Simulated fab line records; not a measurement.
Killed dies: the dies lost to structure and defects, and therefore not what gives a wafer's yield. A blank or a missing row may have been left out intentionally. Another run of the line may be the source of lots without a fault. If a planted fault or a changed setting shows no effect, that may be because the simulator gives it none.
fab line records	flow n5Finfet
record lots=24	wafers=72	lastDay=21
route steps=1938 shown BEOL_M8@1387 BEOL_M9@1417
lots that met no fault: taken from a fault-free run of the same line
startH: the number of hours between the record's first day and the start of the first shown wafer of the lot	waitH: time in hours since the lot's previous step	" unchanged from the row above	L1.1+2: a row that stands for several wafers	- no value, or no start was given	* or withheld: withheld	< > ~ a bound
route shown NAME@n: NAME is a module with steps in the file, n the number in the route of the first one	usual: mean/standard deviation taken from wafers without a fault	same: alike in all rows	chamber/n: place in a boat	sites: each site's reading	_std_site: how widely they spread, as a standard deviation	_edge_site: the outer-site mean with the inner-site mean subtracted	radiusMm: for every site, how far away it sits from the centre of the wafer	mask NAME#n: copy n	behind: tool/chamber where the wafer was last shaped	hold: why the lot went on hold/how many hours it stayed there/how the hold came to an end	device: names the non-switching transistor (n, p or np)	end of line: tests of these same wafers at the route's end	a step given without rows: its recipe and nothing more	killed: at the first sort, the dies lost to defects and structure; wafer yield is something else	map: a wafer's dies, marking killed ones x, the rest . and places with no die _
set.NAME: the run value of the setting; set.NAME@STEP: its run value at that earlier step	model.NAME: the simulator's own value behind a step, which no gauge read
route steps across a sampled set of lots; one table per step, one row per wafer
services: from which hour (startH, from the record's first day; less than 0 if before it) a tool's chamber was out of use, for how many hours, and why
## steps
# step N5_BEOL_M8_DEGAS_44
# recipe ambient=vacuum	tempC=250	timeS=60
# usual heaterPowerW=332/32
lot.wafer	tool	chamber	startH	waitH	heaterPowerW
L075.1	pvdSputter-02	-	267.44	0.3	383
L075.3	"	-	"	"	310
L075.6	"	-	"	"	313
L074.3	pvdSputter-01	-	271.37	0.2	327
L074.4	"	-	"	"	319
L074.6	"	-	"	"	333
L076.1	pvdSputter-02	-	284.18	0.3	415
L076.4	"	-	"	"	387
L076.6	"	-	"	"	409
L077.3	pvdSputter-02	-	292.32	0.2	369
L077.5	"	-	"	"	409
L077.6	"	-	"	"	380
L080.2	pvdSputter-01	-	300.41	0.3	319
L080.3	"	-	"	"	344
L080.5	"	-	"	"	319
L081.1	pvdSputter-03	-	304.02	0.4	299
L081.2	"	-	"	"	319
L081.5	"	-	"	"	292
L079.2	pvdSputter-01	-	312.10	0.4	344
L079.3	"	-	"	"	326
L079.4	"	-	"	"	318
L078.2	pvdSputter-03	-	316.27	1.1	323
L078.4	"	-	"	"	295
L078.6	"	-	"	"	326
L082.2	pvdSputter-02	-	317.42	0.3	317
L082.5	"	-	"	"	313
L082.6	"	-	"	"	314
L083.2	pvdSputter-02	-	323.02	0.3	383
L083.3	"	-	"	"	314
L083.4	"	-	"	"	395
L085.1	pvdSputter-01	-	331.94	0.4	341
L085.2	"	-	"	"	339
L085.3	"	-	"	"	326
L086.3	pvdSputter-01	-	336.50	0.2	330
L086.4	"	-	"	"	319
L086.5	"	-	"	"	330
L084.2	pvdSputter-01	-	346.79	0.3	338
L084.4	"	-	"	"	326
L084.5	"	-	"	"	322
L088.3	pvdSputter-03	-	353.40	0.4	296
L088.5	"	-	"	"	297
L088.6	"	-	"	"	329
L089.2	pvdSputter-03	-	354.12	0.4	291
L089.4	"	-	"	"	319
L089.6	"	-	"	"	330
L087.2	pvdSputter-03	-	357.70	0.5	324
L087.3	"	-	"	"	332
L087.5	"	-	"	"	290
L091.1	pvdSputter-01	-	359.51	0.3	318
L091.2	"	-	"	"	310
L091.4	"	-	"	"	334
L090.2	pvdSputter-03	-	381.62	0.2	323
L090.4	"	-	"	"	302
L090.5	"	-	"	"	328
L093.1	pvdSputter-02	-	390.85	0.3	312
L093.5	"	-	"	"	323
L093.6	"	-	"	"	314
L094.2	pvdSputter-01	-	391.26	0.4	336
L094.3	"	-	"	"	318
L094.4	"	-	"	"	340
L092.1	pvdSputter-01	-	399.23	0.3	316
L092.4	"	-	"	"	342
L092.6	"	-	"	"	319
L097.1	pvdSputter-02	-	409.05	0.4	313
L097.2	"	-	"	"	314
L097.4	"	-	"	"	411
L096.2	pvdSputter-02	-	409.13	0.3	312
L096.3	"	-	"	"	321
L096.4	"	-	"	"	377
L095.2	pvdSputter-03	-	439.63	0.3	321
L095.3	"	-	"	"	329
L095.5	"	-	"	"	295
# step N5_BEOL_M9_DESCUM_16
# recipe chemistry=O2	timeS=7.9	sourcePowerW=50	biasPowerW=20	pressureMtorr=20	rfFrequencyHz=2.712e+07	tempC=40	resist=CAR-ArF	o2FlowSccm=225
# usual drypumpMotorCurrentA=5.7/0.39	oesProductAu=0.83/0.085	rfVppV=243.5/1.4	showerheadPlenumPTorr=2.11/0.072	throttleValvePct=20.31/0.28
lot.wafer	tool	chamber	startH	waitH	drypumpMotorCurrentA	oesProductAu	rfHoursCounterH	rfVppV	showerheadPlenumPTorr	throttleValvePct
L075.1	rieDiel-03	1	272.17	0.0	5.8	0.70	243	243.6	2.16	21.14
L075.3	"	0	"	"	6.2	0.80	141	243.4	2.12	20.29
L075.6	"	3	"	"	5.2	0.86	-	243.8	2.18	20.06
L074.3	rieDiel-02	2	276.77	0.0	5.7	0.75	166	240.6	1.92	20.56
L074.4	"	3	"	"	5.9	0.73	198	245.2	2.19	20.65
L074.6	"	1	"	"	5.4	0.76	-	241.7	2.02	20.27
L076.1	rieDiel-03	0	289.18	0.0	6.1	0.79	146	241.2	2.12	20.29
L076.4	"	3	"	"	5.2	0.86	60	245.7	2.18	20.08
L076.6	"	1	"	"	5.8	0.69	-	244.5	2.16	21.15
L077.3	rieDiel-02	0	296.80	0.0	5.8	0.97	16	243.1	2.07	20.54
L077.5	"	0	"	"	5.8	0.95	-	242.2	2.07	20.50
L077.6	"	1	"	"	5.4	0.75	-	243.7	2.01	20.28
L080.2	rieDiel-02	2	306.05	0.3	5.6	0.73	176	240.7	1.92	20.58
L080.3	"	0	"	"	5.8	0.95	19	242.5	2.07	20.51
L080.5	"	3	"	"	5.9	0.72	-	245.1	2.19	20.66
L081.1	rieDiel-03	2	308.70	0.0	6.2	0.83	97	243.6	2.19	20.24
L081.2	"	0	"	"	6.1	0.79	154	243.5	2.12	20.30
L081.5	"	1	"	"	5.7	1.02	-	243.3	2.16	20.76
L079.2	rieDiel-06	0	317.94	0.1	6.2	0.76	129	243.2	2.10	20.32
L079.3	"	2	"	"	5.2	0.82	64	243.6	2.10	19.89
L079.4	"	3	"	"	5.4	0.85	70	242.4	2.00	20.15
L078.2	rieDiel-06	3	322.78	0.1	5.4	0.85	70	243.5	2.00	20.13
L078.4	"	1	"	"	5.5	1.00	7	242.9	2.14	20.00
L078.6	"	0	"	"	6.2	0.77	-	242.8	2.10	20.32
L082.2	rieDiel-06	0	323.30	0.2	6.2	0.77	130	242.3	2.10	20.32
L082.5	"	0	"	"	6.3	0.77	-	245.5	2.10	20.32
L082.6	"	1	"	"	5.5	0.99	-	242.8	2.14	20.01
L083.2	rieDiel-06	2	326.74	0.0	5.2	0.82	66	243.4	2.10	19.88
L083.3	"	0	"	"	6.2	0.76	132	244.0	2.10	20.32
L083.4	"	1	"	"	5.5	0.99	9	244.1	2.14	20.02
L085.1	rieDiel-03	0	336.14	0.0	6.1	0.78	161	242.2	2.11	20.32
L085.2	"	2	"	"	6.2	0.81	105	245.0	2.19	20.26
L085.3	"	3	"	"	5.1	0.84	75	243.1	2.18	20.09
L086.3	rieDiel-03	0	343.66	0.0	6.1	0.78	163	243.5	2.11	20.34
L086.4	"	2	"	"	6.3	0.82	-	245.4	2.19	20.25
L086.5	"	3	"	"	5.2	0.85	-	245.5	2.18	20.10
L084.2	rieDiel-02	2	350.74	0.0	5.7	0.73	190	239.0	1.91	20.59
L084.4	"	3	"	"	5.8	0.71	221	243.6	2.18	20.69
L084.5	"	3	"	"	5.8	0.72	-	244.6	2.18	20.69
L088.3	rieDiel-06	1	357.78	0.0	5.5	0.97	18	242.9	2.13	20.03
L088.5	"	2	"	"	5.2	0.82	-	243.0	2.10	19.91
L088.6	"	3	"	"	5.4	0.84	-	241.7	2.00	20.18
L089.2	rieDiel-06	0	359.11	0.0	6.2	0.76	141	243.8	2.10	20.33
L089.4	"	2	"	"	5.2	0.82	76	243.7	2.10	19.92
L089.6	"	3	"	"	5.4	0.84	-	242.2	2.00	20.16
L087.2	rieDiel-02	0	363.86	0.0	5.8	0.91	38	243.6	2.06	20.54
L087.3	"	2	"	"	5.7	0.72	194	240.4	1.91	20.60
L087.5	"	3	"	"	5.8	0.71	-	243.3	2.18	20.70
L091.1	rieDiel-03	3	366.76	0.1	5.2	0.83	86	243.7	2.17	20.11
L091.2	"	2	"	"	6.3	0.80	115	244.4	2.18	20.26
L091.4	"	0	"	"	6.2	0.76	169	242.5	2.11	20.33
L090.2	rieDiel-06	3	388.90	0.0	5.4	0.84	91	241.0	1.99	20.16
L090.4	"	2	"	"	5.2	0.81	84	244.3	2.09	19.92
L090.5	"	0	"	"	6.2	0.76	-	244.1	2.09	20.34
L093.1	rieDiel-03	3	395.81	0.0	5.2	0.82	95	244.2	2.17	20.13
L093.5	"	0	"	"	6.2	0.76	-	243.2	2.11	20.34
L093.6	"	1	"	"	5.8	0.93	-	243.5	2.15	20.79
L094.2	rieDiel-06	2	396.22	0.0	5.2	0.80	86	244.3	2.09	19.94
L094.3	"	3	"	"	5.4	0.82	93	242.3	1.99	20.17
L094.4	"	1	"	"	5.5	0.96	27	243.6	2.13	20.04
L092.1	rieDiel-03	3	402.59	0.0	5.2	0.82	97	246.0	2.17	20.14
L092.4	"	0	"	"	6.1	0.75	179	243.8	2.11	20.32
L092.6	"	0	"	"	6.2	0.75	-	243.8	2.11	20.35
L096.2	rieDiel-03	1	414.05	0.2	5.7	0.92	27	244.4	2.15	20.80
L096.3	"	2	"	"	6.3	0.80	131	244.8	2.18	20.28
L096.4	"	3	"	"	5.1	0.81	101	243.3	2.17	20.14
L097.1	rieDiel-03	0	414.30	0.3	6.2	0.76	183	242.9	2.11	20.34
L097.2	"	3	"	"	5.2	0.82	101	244.5	2.17	20.15
L097.4	"	1	"	"	5.8	0.93	27	244.9	2.15	20.81
L095.2	rieDiel-06	3	444.50	0.0	5.4	0.80	103	243.7	1.99	20.20
L095.3	"	0	"	"	6.2	0.75	161	243.5	2.09	20.36
L095.5	"	1	"	"	5.5	0.93	-	244.4	2.13	20.05
# step N5_BEOL_M9_STRIP_67
# recipe chemistry=CF4	resist=SiARC	powerW=300	biasPowerW=75	pressureMtorr=50	cf4FlowSccm=150	rfFrequencyHz=6e+07
# usual drypumpMotorCurrentA=5.7/0.39	oesProductAu=0.82/0.081	rfVppV=271.4/1.5	showerheadPlenumPTorr=1.80/0.058	throttleValvePct=13.44/0.18
lot.wafer	tool	chamber	startH	waitH	drypumpMotorCurrentA	oesProductAu	rfHoursCounterH	rfVppV	showerheadPlenumPTorr	throttleValvePct
L075.1	rieDiel-03	1	272.40	0.0	5.8	0.68	243	273.1	1.82	14.06
L075.3	"	0	"	"	6.1	0.76	141	270.6	1.79	13.32
L075.6	"	3	"	"	5.2	0.86	-	272.2	1.89	13.43
L074.3	rieDiel-02	2	277.00	0.0	5.6	0.75	166	267.9	1.64	13.57
L074.4	"	3	"	"	5.9	0.72	198	272.3	1.83	13.55
L074.6	"	1	"	"	5.4	0.76	-	269.9	1.74	13.51
L076.1	rieDiel-03	0	289.42	0.0	6.1	0.77	146	271.5	1.79	13.34
L076.4	"	3	"	"	5.2	0.87	60	271.9	1.89	13.45
L076.6	"	1	"	"	5.8	0.68	-	273.5	1.82	14.08
L077.3	rieDiel-02	0	297.03	0.0	5.8	0.93	16	270.8	1.76	13.37
L077.5	"	0	"	"	5.8	0.94	-	269.9	1.76	13.36
L077.6	"	1	"	"	5.4	0.75	-	269.0	1.74	13.52
L080.2	rieDiel-02	2	306.28	0.0	5.7	0.74	176	267.1	1.64	13.61
L080.3	"	0	"	"	5.7	0.93	19	270.7	1.76	13.37
L080.5	"	3	"	"	5.9	0.72	-	273.4	1.83	13.57
L081.1	rieDiel-03	2	308.93	0.0	6.2	0.82	97	271.8	1.87	13.41
L081.2	"	0	"	"	6.1	0.76	154	270.7	1.79	13.35
L081.5	"	1	"	"	5.8	0.99	-	271.4	1.82	13.52
L079.2	rieDiel-06	0	318.17	0.0	6.2	0.76	129	270.2	1.79	13.45
L079.3	"	2	"	"	5.2	0.84	64	270.2	1.82	13.23
L079.4	"	3	"	"	5.4	0.84	70	269.3	1.75	13.55
L078.2	rieDiel-06	3	323.01	0.0	5.4	0.83	70	270.6	1.75	13.55
L078.4	"	1	"	"	5.5	0.98	7	272.7	1.80	13.06
L078.6	"	0	"	"	6.2	0.77	-	273.1	1.79	13.44
L082.2	rieDiel-06	0	323.53	0.0	6.2	0.76	130	271.4	1.79	13.46
L082.5	"	0	"	"	6.2	0.76	-	270.3	1.79	13.44
L082.6	"	1	"	"	5.5	0.98	-	272.1	1.80	13.07
L083.2	rieDiel-06	2	326.97	0.0	5.2	0.83	66	271.1	1.82	13.23
L083.3	"	0	"	"	6.3	0.75	132	270.2	1.79	13.45
L083.4	"	1	"	"	5.5	0.97	9	273.2	1.80	13.09
L085.1	rieDiel-03	0	336.37	0.0	6.1	0.76	161	272.0	1.79	13.36
L085.2	"	2	"	"	6.3	0.81	105	273.2	1.87	13.44
L085.3	"	3	"	"	5.2	0.84	75	272.7	1.89	13.49
L086.3	rieDiel-03	0	343.89	0.0	6.2	0.75	164	271.7	1.79	13.35
L086.4	"	2	"	"	6.2	0.81	-	272.8	1.87	13.44
L086.5	"	3	"	"	5.2	0.84	-	273.2	1.89	13.51
L084.2	rieDiel-02	2	350.97	0.0	5.7	0.74	190	268.8	1.63	13.64
L084.4	"	3	"	"	5.9	0.71	221	270.9	1.83	13.58
L084.5	"	3	"	"	5.8	0.70	-	272.0	1.82	13.61
L088.3	rieDiel-06	1	358.01	0.0	5.5	0.95	18	271.7	1.80	13.10
L088.5	"	2	"	"	5.2	0.82	-	271.8	1.82	13.25
L088.6	"	3	"	"	5.4	0.82	-	270.2	1.75	13.59
L089.2	rieDiel-06	0	359.34	0.0	6.3	0.75	141	270.0	1.79	13.47
L089.4	"	2	"	"	5.2	0.82	76	271.6	1.82	13.27
L089.6	"	3	"	"	5.4	0.82	-	268.8	1.74	13.58
L087.2	rieDiel-02	0	364.09	0.0	5.8	0.90	38	269.3	1.75	13.41
L087.3	"	2	"	"	5.7	0.73	194	267.5	1.63	13.66
L087.5	"	3	"	"	5.9	0.70	-	271.0	1.82	13.60
L091.1	rieDiel-03	3	366.99	0.0	5.1	0.83	86	273.1	1.88	13.49
L091.2	"	2	"	"	6.2	0.80	116	272.5	1.87	13.44
L091.4	"	0	"	"	6.2	0.75	169	269.9	1.79	13.38
L090.2	rieDiel-06	3	389.13	0.0	5.4	0.82	91	270.0	1.74	13.59
L090.4	"	2	"	"	5.2	0.81	84	271.5	1.81	13.27
L090.5	"	0	"	"	6.2	0.74	-	270.0	1.79	13.50
L093.1	rieDiel-03	3	396.05	0.0	5.2	0.82	95	272.5	1.88	13.54
L093.5	"	0	"	"	6.1	0.74	-	270.3	1.78	13.40
L093.6	"	1	"	"	5.8	0.91	-	273.3	1.82	13.57
L094.2	rieDiel-06	2	396.45	0.0	5.2	0.81	86	271.4	1.81	13.29
L094.3	"	3	"	"	5.4	0.81	93	270.6	1.74	13.60
L094.4	"	1	"	"	5.5	0.93	27	273.7	1.80	13.10
L092.1	rieDiel-03	3	402.82	0.0	5.2	0.82	97	274.0	1.88	13.55
L092.4	"	0	"	"	6.1	0.74	180	268.8	1.78	13.40
L092.6	"	0	"	"	6.2	0.74	-	269.3	1.78	13.39
L096.2	rieDiel-03	1	414.28	0.0	5.8	0.91	27	272.7	1.82	13.57
L096.3	"	2	"	"	6.2	0.78	131	272.0	1.86	13.47
L096.4	"	3	"	"	5.2	0.82	101	273.0	1.88	13.54
L097.1	rieDiel-03	0	414.53	0.0	6.1	0.73	184	270.0	1.78	13.40
L097.2	"	3	"	"	5.2	0.81	102	273.4	1.88	13.55
L097.4	"	1	"	"	5.8	0.91	27	272.5	1.81	13.57
L095.2	rieDiel-06	3	444.73	0.0	5.4	0.80	103	268.3	1.74	13.62
L095.3	"	0	"	"	6.2	0.73	162	270.6	1.78	13.52
L095.5	"	1	"	"	5.5	0.91	-	271.7	1.80	13.14
# step N5_BEOL_M9_ETCH_41
# recipe chemistry=CH3F/O2	target=SiCN	targetDepthA=366	taperDeg=2	timeS=70.1	ionEnergyEv=120	maskMaterial=TiN	pressureMtorr=30	sourceW=395	biasW=75	Ar_flow_sccm=150	CH3F_flow_sccm=30	O2_flow_sccm=20
# usual biasW=75.02/0.2	drypumpMotorCurrentA=5.7/0.38	oesProductAu=0.82/0.082	rfVppV=297.3/1.6	showerheadPlenumPTorr=2.00/0.066	throttleValvePct=16.20/0.19
lot.wafer	tool	chamber	startH	waitH	biasW	drypumpMotorCurrentA	oesProductAu	rfHoursCounterH	rfVppV	showerheadPlenumPTorr	throttleValvePct
L075.1	rieDiel-03	1	-	-	75.16	5.8	0.69	245	298.4	2.04	16.85
L075.3	"	3	"	"	75.07	5.2	0.87	57	299.7	2.13	16.25
L075.6	"	2	"	"	74.78	6.2	0.84	-	298.7	2.08	16.04
L074.3	rieDiel-06	2	-	-	75.00	5.2	0.84	51	298.5	2.05	16.03
L074.4	"	3	"	"	74.76	5.4	0.87	-	295.4	1.95	16.25
L074.6	"	0	"	"	75.07	6.3	0.77	-	297.3	2.00	16.12
L076.1	rieDiel-02	0	-	-	75.15	5.8	0.97	15	297.5	1.98	16.29
L076.4	"	3	"	"	75.32	5.9	0.72	203	298.3	2.05	16.29
L076.6	"	0	"	"	75.11	5.8	0.96	-	295.3	1.98	16.31
L077.3	rieDiel-03	2	-	-	74.76	6.2	0.84	93	298.3	2.08	16.05
L077.5	"	3	"	"	74.59	5.2	0.85	-	299.1	2.13	16.26
L077.6	"	0	"	"	75.00	6.2	0.81	-	296.3	1.99	15.97
L080.2	rieDiel-06	1	-	-	75.50	5.5	1.01	3	298.0	2.03	15.86
L080.3	"	0	"	"	75.46	6.2	0.76	126	297.4	2.00	16.15
L080.5	"	3	"	"	74.83	5.4	0.84	-	297.7	1.94	16.28
L081.1	rieDiel-06	0	-	-	75.07	6.2	0.77	127	297.4	2.00	16.15
L081.2	"	3	"	"	74.99	5.4	0.85	67	296.5	1.94	16.26
L081.5	"	2	"	"	75.35	5.2	0.83	-	297.5	2.05	16.04
L079.2	rieDiel-06	1	-	-	74.95	5.5	1.00	7	298.1	2.03	15.89
L079.3	"	2	"	"	75.29	5.2	0.82	65	298.6	2.05	16.04
L079.4	"	3	"	"	75.34	5.4	0.84	70	297.1	1.94	16.27
L082.2	rieDiel-06	1	-	-	75.09	5.6	1.00	8	297.5	2.03	15.91
L082.5	"	1	"	"	74.81	5.5	1.00	-	296.6	2.03	15.88
L082.6	"	0	"	"	74.85	6.2	0.77	-	296.3	2.00	16.18
L078.2	rieDiel-06	1	-	-	75.45	5.5	0.99	9	296.8	2.03	15.88
L078.4	"	2	"	"	75.59	5.2	0.81	66	297.9	2.05	16.03
L078.6	"	3	"	"	75.14	5.4	0.83	-	294.9	1.94	16.30
L083.2	rieDiel-02	3	-	-	75.08	5.9	0.71	214	297.3	2.05	16.34
L083.3	"	0	"	"	74.95	5.8	0.92	25	296.4	1.98	16.33
L083.4	"	1	"	"	75.04	5.4	0.74	169	296.6	1.93	16.25
L085.1	rieDiel-02	1	-	-	74.83	5.4	0.73	171	295.2	1.93	16.25
L085.2	"	3	"	"	75.03	5.9	0.71	217	298.2	2.05	16.32
L085.3	"	2	"	"	75.35	5.7	0.74	186	293.3	1.84	16.49
L086.3	rieDiel-06	0	-	-	75.15	6.2	0.75	137	297.9	1.99	16.17
L086.4	"	2	"	"	74.56	5.1	0.82	72	297.2	2.04	16.07
L086.5	"	3	"	"	74.95	5.4	0.83	-	295.7	1.94	16.29
L084.2	rieDiel-06	0	-	-	74.92	6.2	0.75	139	297.0	1.99	16.17
L084.4	"	2	"	"	74.90	5.2	0.81	74	298.5	2.04	16.06
L084.5	"	0	"	"	74.68	6.2	0.76	-	295.9	1.99	16.17
L088.3	rieDiel-03	0	-	-	74.90	6.1	0.78	168	295.5	1.98	16.02
L088.5	"	3	"	"	75.07	5.2	0.84	-	300.0	2.12	16.30
L088.6	"	0	"	"	74.99	6.2	0.78	-	296.8	1.98	16.01
L089.2	rieDiel-06	3	-	-	75.18	5.4	0.82	83	295.8	1.94	16.32
L089.4	"	1	"	"	75.00	5.5	0.97	19	297.9	2.03	15.90
L089.6	"	0	"	"	75.04	6.3	0.76	-	297.2	1.99	16.18
L087.2	rieDiel-03	1	-	-	75.13	5.8	0.95	14	297.8	2.04	16.40
L087.3	"	3	"	"	74.92	5.2	0.84	86	300.1	2.12	16.32
L087.5	"	1	"	"	75.07	5.8	0.95	-	298.8	2.04	16.37
L091.1	rieDiel-06	2	-	-	74.76	5.2	0.80	79	298.4	2.04	16.07
L091.2	"	0	"	"	75.00	6.2	0.74	144	296.8	1.99	16.19
L091.4	"	1	"	"	74.81	5.4	0.97	20	299.3	2.03	15.91
L090.2	rieDiel-03	1	-	-	75.10	5.7	0.92	22	298.1	2.03	16.40
L090.4	"	2	"	"	75.17	6.3	0.80	124	299.1	2.07	16.12
L090.5	"	3	"	"	74.82	5.2	0.83	-	298.4	2.12	16.33
L093.1	rieDiel-02	2	-	-	74.77	5.7	0.73	204	293.9	1.84	16.54
L093.5	"	3	"	"	75.08	5.8	0.70	-	298.5	2.04	16.37
L093.6	"	0	"	"	74.97	5.8	0.90	-	296.0	1.97	16.35
L094.2	rieDiel-06	1	-	-	75.07	5.5	0.95	28	297.3	2.03	15.92
L094.3	"	0	"	"	74.94	6.3	0.74	152	297.8	1.99	16.20
L094.4	"	2	"	"	74.54	5.2	0.80	87	297.5	2.04	16.10
L092.1	rieDiel-06	1	-	-	74.70	5.5	0.95	30	297.5	2.03	15.93
L092.4	"	3	"	"	74.77	5.4	0.81	95	295.4	1.93	16.32
L092.6	"	1	"	"	75.15	5.5	0.95	-	298.3	2.02	15.92
L097.1	rieDiel-03	2	-	-	75.05	6.2	0.79	133	297.9	2.07	16.13
L097.2	"	3	"	"	75.17	5.2	0.81	103	299.2	2.11	16.32
L097.4	"	0	"	"	75.21	6.1	0.77	185	297.0	1.97	16.03
L096.2	rieDiel-02	3	-	-	75.32	5.9	0.69	244	299.4	2.04	16.38
L096.3	"	1	"	"	75.22	5.4	0.73	198	295.8	1.92	16.30
L096.4	"	0	"	"	75.11	5.8	0.88	53	297.4	1.97	16.37
L095.2	rieDiel-02	0	-	-	74.89	5.8	0.87	65	295.8	1.97	16.39
L095.3	"	2	"	"	75.18	5.6	0.71	220	292.5	1.83	16.57
L095.5	"	2	"	"	75.04	5.7	0.71	-	293.2	1.83	16.57
# step N5_BEOL_M9_SPUTTER_48
# recipe material=Cu	targetThkA=120	tempC=-20	biasV=60	powerW=26000	chamberPressurePa=0.13	timeS=2
# usual throttleValvePct=30.4/0.68
lot.wafer	tool	chamber	startH	waitH	throttleValvePct
L075.1	pvdSputter-01	-	277.81	0.1	30.4
L075.3	"	-	"	"	30.1
L075.6	"	-	"	"	30.3
L074.3	pvdSputter-02	-	282.40	0.1	29.7
L074.4	"	-	"	"	29.9
L074.6	"	-	"	"	30.9
L076.1	pvdSputter-01	-	293.33	0.1	30.5
L076.4	"	-	"	"	30.9
L076.6	"	-	"	"	30.4
L077.3	pvdSputter-02	-	300.43	0.1	30.1
L077.5	"	-	"	"	30.8
L077.6	"	-	"	"	30.4
L080.2	pvdSputter-01	-	308.74	0.1	30.6
L080.3	"	-	"	"	31.0
L080.5	"	-	"	"	29.9
L081.1	pvdSputter-01	-	314.22	1.6	30.5
L081.2	"	-	"	"	30.7
L081.5	"	-	"	"	29.8
L079.2	pvdSputter-01	-	323.82	0.1	31.1
L079.3	"	-	"	"	29.6
L079.4	"	-	"	"	30.6
L082.2	pvdSputter-03	-	327.04	0.1	30.7
L082.5	"	-	"	"	29.1
L082.6	"	-	"	"	31.9
L078.2	pvdSputter-03	-	327.44	0.1	29.4
L078.4	"	-	"	"	31.9
L078.6	"	-	"	"	32.3
L083.2	pvdSputter-02	-	330.31	0.1	30.2
L083.3	"	-	"	"	29.8
L083.4	"	-	"	"	29.8
L085.1	pvdSputter-03	-	339.34	0.1	29.2
L085.2	"	-	"	"	30.0
L085.3	"	-	"	"	30.6
L086.3	pvdSputter-01	-	347.39	0.1	30.4
L086.4	"	-	"	"	30.4
L086.5	"	-	"	"	30.9
L084.2	pvdSputter-02	-	354.43	0.2	30.4
L084.4	"	-	"	"	29.8
L084.5	"	-	"	"	30.9
L088.3	pvdSputter-03	-	364.44	0.1	30.7
L088.5	"	-	"	"	29.2
L088.6	"	-	"	"	30.1
L089.2	pvdSputter-01	-	364.69	0.1	30.4
L089.4	"	-	"	"	31.0
L089.6	"	-	"	"	29.7
L087.2	pvdSputter-01	-	367.34	0.1	30.8
L087.3	"	-	"	"	30.4
L087.5	"	-	"	"	31.1
L091.1	pvdSputter-01	-	370.44	0.1	30.9
L091.2	"	-	"	"	30.8
L091.4	"	-	"	"	30.3
L090.2	pvdSputter-03	-	393.79	0.2	30.2
L090.4	"	-	"	"	30.6
L090.5	"	-	"	"	32.0
L093.1	pvdSputter-03	-	399.81	0.1	30.6
L093.5	"	-	"	"	30.1
L093.6	"	-	"	"	29.5
L094.2	pvdSputter-02	-	401.71	1.5	29.8
L094.3	"	-	"	"	30.3
L094.4	"	-	"	"	30.8
L092.1	pvdSputter-03	-	406.05	0.1	30.6
L092.4	"	-	"	"	31.8
L092.6	"	-	"	"	30.5
L097.1	pvdSputter-02	-	420.83	0.2	30.4
L097.2	"	-	"	"	30.1
L097.4	"	-	"	"	30.7
L096.2	pvdSputter-03	-	421.69	0.1	31.7
L096.3	"	-	"	"	29.3
L096.4	"	-	"	"	30.1
L095.2	pvdSputter-01	-	451.14	0.1	30.6
L095.3	"	-	"	"	30.4
L095.5	"	-	"	"	30.2
# step N5_BEOL_M9_ANNEAL_51
# recipe tempC=225	timeS=90	ambient=N2
# usual wafer_temp_C_max=225.92/0.23
lot.wafer	tool	chamber	startH	waitH	wafer_temp_C_max
L075.1	rtpAnneal-01	0	278.83	0.9	225.49
L075.3	"	0	"	"	226.00
L075.6	"	0	"	"	225.79
L074.3	rtpAnneal-02	0	282.72	0.1	225.90
L074.4	"	0	"	"	225.85
L074.6	"	0	"	"	225.62
L076.1	rtpAnneal-02	0	293.59	0.1	226.00
L076.4	"	0	"	"	225.99
L076.6	"	0	"	"	225.62
L077.3	rtpAnneal-01	0	301.47	0.9	226.21
L077.5	"	0	"	"	225.90
L077.6	"	0	"	"	225.92
L080.2	rtpAnneal-02	0	309.11	0.2	225.79
L080.3	"	0	"	"	225.97
L080.5	"	0	"	"	226.04
L081.1	rtpAnneal-02	0	314.83	0.4	225.77
L081.2	"	0	"	"	225.95
L081.5	"	0	"	"	226.40
L079.2	rtpAnneal-01	0	324.45	0.5	226.00
L079.3	"	0	"	"	226.26
L079.4	"	0	"	"	225.91
L082.2	rtpAnneal-01	0	327.41	0.2	226.08
L082.5	"	0	"	"	226.24
L082.6	"	0	"	"	225.72
L078.2	rtpAnneal-02	0	328.06	0.5	225.96
L078.4	"	0	"	"	225.84
L078.6	"	0	"	"	225.68
L083.2	rtpAnneal-02	0	330.58	0.1	225.80
L083.3	"	0	"	"	225.73
L083.4	"	0	"	"	226.38
L085.1	rtpAnneal-02	0	342.28	2.8	225.47
L085.2	"	0	"	"	225.70
L085.3	"	0	"	"	225.75
L086.3	rtpAnneal-01	0	347.73	0.2	226.15
L086.4	"	0	"	"	226.35
L086.5	"	0	"	"	226.37
L084.2	rtpAnneal-01	0	354.86	0.3	225.88
L084.4	"	0	"	"	225.99
L084.5	"	0	"	"	226.08
L088.3	rtpAnneal-02	0	364.76	0.1	225.88
L088.5	"	0	"	"	225.68
L088.6	"	0	"	"	225.69
L089.2	rtpAnneal-02	0	365.26	0.4	225.92
L089.4	"	0	"	"	226.02
L089.6	"	0	"	"	226.08
L087.2	rtpAnneal-01	0	367.69	0.2	226.04
L087.3	"	0	"	"	226.11
L087.5	"	0	"	"	226.24
L091.1	rtpAnneal-02	0	370.67	0.1	225.81
L091.2	"	0	"	"	226.03
L091.4	"	0	"	"	225.95
L090.2	rtpAnneal-02	0	394.06	0.1	225.63
L090.4	"	0	"	"	225.73
L090.5	"	0	"	"	225.72
L093.1	rtpAnneal-02	0	400.06	0.1	225.62
L093.5	"	0	"	"	225.78
L093.6	"	0	"	"	225.94
L094.2	rtpAnneal-01	0	402.25	0.4	226.03
L094.3	"	0	"	"	226.00
L094.4	"	0	"	"	226.28
L092.1	rtpAnneal-02	0	406.29	0.1	226.26
L092.4	"	0	"	"	225.70
L092.6	"	0	"	"	225.75
L097.1	rtpAnneal-02	0	421.06	0.1	225.85
L097.2	"	0	"	"	225.83
L097.4	"	0	"	"	225.92
L096.2	rtpAnneal-02	0	422.27	0.4	225.51
L096.3	"	0	"	"	225.73
L096.4	"	0	"	"	226.17
L095.2	rtpAnneal-01	0	451.42	0.1	226.39
L095.3	"	0	"	"	226.10
L095.5	"	0	"	"	226.39
## services
tool	chamber	startH	hours	kind
rieDiel-06	1	270.24	-	clean
rieDiel-06	1	270.24	-	consumableReplace:focusRing
rieDiel-06	1	270.24	24.8	scheduledDown
rieDiel-06	1	270.24	24.8	ventCycle
rieDiel-03	1	291.62	-	clean
rieDiel-03	1	291.62	-	consumableReplace:focusRing
rieDiel-03	1	291.62	13.8	scheduledDown
rieDiel-03	1	291.62	13.8	ventCycle
rieDiel-03	1	329.37	6.6	repair
rtpAnneal-01	-	337.03	5.9	pm
rieDiel-03	1	340.94	8.2	repair
rieDiel-03	0	353.27	4.3	repair
rieDiel-02	0	384.42	8.9	repair
rieDiel-02	1	402.36	6.6	repair
rieDiel-02	2	408.53	8.2	repair
rieDiel-06	-	416.45	15.6	pm
pvdSputter-03	-	423.06	8.9	repair
rieDiel-03	1	423.86	10.7	repair
rieDiel-02	3	433.54	-	clean
rieDiel-02	3	433.54	-	consumableReplace:focusRing
rieDiel-02	3	433.54	21.6	scheduledDown
rieDiel-03	2	433.58	1.2	repair
pvdSputter-01	-	443.95	4.9	repair
pvdSputter-03	-	444.22	1.9	repair
## key
fault none
